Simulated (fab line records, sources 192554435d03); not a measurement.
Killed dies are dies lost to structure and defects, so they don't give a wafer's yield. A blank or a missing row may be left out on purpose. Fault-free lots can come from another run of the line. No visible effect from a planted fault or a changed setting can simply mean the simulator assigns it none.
Which tool is to blame? :: flow n5-finfet :: 10 lots, 30 wafers sampled, at 3 steps of a route of 1938

== WHAT THE GAUGES READ, wafer by wafer ==
N5_BEOL_M8_CD_MEAS_18: pitch 80 nm, target cd 40 nm.
lot: L118
measured: day 9 11:53
on: cd-sem-02
cd-nm (nm): 39.9 39.4 39.9

lot: L119
measured: day 10 22:13
on: cd-sem-02
cd-nm (nm): 39.4 39.3 40.4

lot: L127
measured: day 11 21:16
on: cd-sem-03
cd-nm (nm): 40.2 39.9 40.1

lot: L125
measured: day 12 07:25
on: cd-sem-03
cd-nm (nm): 40.1 40.2 39.6

lot: L131
measured: day 12 22:18
on: cd-sem-01
cd-nm (nm): 39.1 39.2 39.0

lot: L135
measured: day 14 20:32
on: cd-sem-01
cd-nm (nm): 39.6 40.1 40.2

lot: L137
measured: day 15 01:08
on: cd-sem-01
cd-nm (nm): 40.6 40.3 40.8

lot: L138
measured: day 15 04:04
on: cd-sem-02
cd-nm (nm): 39.7 40.2 39.9

lot: L139
measured: day 15 09:02
on: cd-sem-02
cd-nm (nm): 40.0 40.2 39.6

lot: L141
measured: day 16 04:05
on: cd-sem-03
cd-nm (nm): 39.9 39.3 40.2

N5_BEOL_M8_INSPECT_30: inspects for defects (brightfield).
lot: L118
measured: day 9 13:45
on: defect-inspect-01
raw-defect-count: 255 503 335

lot: L119
measured: day 10 22:44
on: defect-inspect-01
raw-defect-count: 265 262 329

lot: L127
measured: day 12 00:09
on: defect-inspect-01
raw-defect-count: 396 309 364

lot: L125
measured: day 12 07:53
on: defect-inspect-02
raw-defect-count: 425 701 343

lot: L131
measured: day 13 00:37
on: defect-inspect-01
raw-defect-count: 560 453 466

lot: L135
measured: day 14 21:44
on: defect-inspect-02
raw-defect-count: 314 599 476

lot: L137
measured: day 15 02:04
on: defect-inspect-02
raw-defect-count: 357 457 304

lot: L138
measured: day 15 08:01
on: defect-inspect-01
raw-defect-count: 596 398 493

lot: L139
measured: day 15 09:25
on: defect-inspect-01
raw-defect-count: 334 426 375

lot: L141
measured: day 16 04:37
on: defect-inspect-01
raw-defect-count: 453 344 402

== EACH LOT AND THE TOOL THAT RAN IT (in order: tool; ch and the chambers of the sampled wafers; start) ==
lot: L118
N5_BEOL_M8_HM_DEP_02: pvd-sputter-01, day 9 10:50

lot: L119
N5_BEOL_M8_HM_DEP_02: pvd-sputter-02, day 10 21:10

lot: L127
N5_BEOL_M8_HM_DEP_02: pvd-sputter-01, day 11 20:09

lot: L125
N5_BEOL_M8_HM_DEP_02: pvd-sputter-02, day 12 06:08

lot: L131
N5_BEOL_M8_HM_DEP_02: pvd-sputter-01, day 12 20:56

lot: L135
N5_BEOL_M8_HM_DEP_02: pvd-sputter-03, day 14 19:00

lot: L137
N5_BEOL_M8_HM_DEP_02: pvd-sputter-01, day 15 00:13

lot: L138
N5_BEOL_M8_HM_DEP_02: pvd-sputter-01, day 15 03:01

lot: L139
N5_BEOL_M8_HM_DEP_02: pvd-sputter-03, day 15 07:53

lot: L141
N5_BEOL_M8_HM_DEP_02: pvd-sputter-01, day 16 03:02
- N5_BEOL_M8_HM_DEP_02: deposits TiN, target thk 20 nm.

== WHAT THE TOOLS THEMSELVES READ (means of the sampled wafers that have a number; where no wafer has one, the mark that the record gives instead) ==
N5_BEOL_M8_HM_DEP_02.
lot: L118
tool: pvd-sputter-01
throttle-valve-pct (%): 29.8

lot: L119
tool: pvd-sputter-02
throttle-valve-pct (%): 29.5

lot: L127
tool: pvd-sputter-01
throttle-valve-pct (%): 29.3

lot: L125
tool: pvd-sputter-02
throttle-valve-pct (%): 29.8

lot: L131
tool: pvd-sputter-01
throttle-valve-pct (%): 29.4

lot: L135
tool: pvd-sputter-03
throttle-valve-pct (%): 29.3

lot: L137
tool: pvd-sputter-01
throttle-valve-pct (%): 30.1

lot: L138
tool: pvd-sputter-01
throttle-valve-pct (%): 29.4

lot: L139
tool: pvd-sputter-03
throttle-valve-pct (%): 29.9

lot: L141
tool: pvd-sputter-01
throttle-valve-pct (%): 29.7

== THE ANSWER, worked out from the rows above alone ==
Rule: the lots themselves supply what counts as usual. Put in order of their means at a reading, lots are off if they are a third of the lots or fewer, leave a main group of 4 or more, and stand apart from it by a gap of 3 or more times the standard deviation of the main group's means; of several such gaps the widest counts. If all means in a main group match to the digits the tables above print for the reading, that group is not used. Also off: a lot with no number at a reading for which 4 or more lots have one. The other lots that the step has rows for count as sound. First the gauges in route order, then the tools' own readings, where a lot's mean is used as printed above. At the first step where some lot is off, the reading lying furthest off is the one used; lots without a number count as furthest.
Across all readings shown, no lot is off: no conclusion can be drawn from this.

== WHAT THE SIMULATOR HAD PUT IN ==
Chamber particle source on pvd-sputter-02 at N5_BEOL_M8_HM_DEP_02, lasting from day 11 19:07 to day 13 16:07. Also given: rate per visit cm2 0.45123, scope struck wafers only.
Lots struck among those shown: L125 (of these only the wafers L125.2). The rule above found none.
